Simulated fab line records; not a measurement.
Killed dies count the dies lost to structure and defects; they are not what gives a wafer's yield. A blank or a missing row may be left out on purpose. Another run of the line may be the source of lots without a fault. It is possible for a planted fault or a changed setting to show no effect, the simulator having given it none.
Chamber matching	flow nandHarc	NHARC_A_M1_DESCUM_14 on rieDiel-04 has 4 sister chambers
The step chemistry O2, time 3 s. 4 wafers are shown with their chamber, then 8 later ones without.

WAFERS PAIRED WITH THEIR CHAMBERS
wafer	chamber	showerheadPlenumPTorr (Torr)
L534.1	3	2.03
L534.2	1	1.96
L534.5	2	1.91
L539.1	0	1.96

WAFERS MISSING THEIR CHAMBER
wafer	showerheadPlenumPTorr (Torr)
L539.4	1.91
L539.5	1.96
L538.2	1.91
L538.3	1.96
L538.5	1.96
L547.1	1.90
L547.3	2.02
L547.4	1.96

WHICH CHAMBER EACH ONE RAN IN
wafer	from the rows above	in truth
L539.4	2	2
L539.5	can't be placed: 0 or 1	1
L538.2	2	2
L538.3	can't be placed: 0 or 1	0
L538.5	can't be placed: 0 or 1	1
L547.1	2	2
L547.3	3	3
L547.4	can't be placed: 0 or 1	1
Correct placement for 4 of the 8. Unplaceable from these rows: 4, with the true chamber sitting among the candidates in 4. Wrongly placed: 0.
How it was worked out, from the rows above alone: a wafer's distance from a chamber is the root of the sum, over the readings, of the square of ((its reading less the chamber's mean) divided by the reading's scatter). The wafer belongs to the nearest chamber; if the next one is less than 2 further off, it can't be placed. A chamber's mean is the mean of its shown wafers. The scatter (one wafer shown for each chamber): square how far every hidden wafer sits from the nearest shown wafer, average those squares and take the square root.
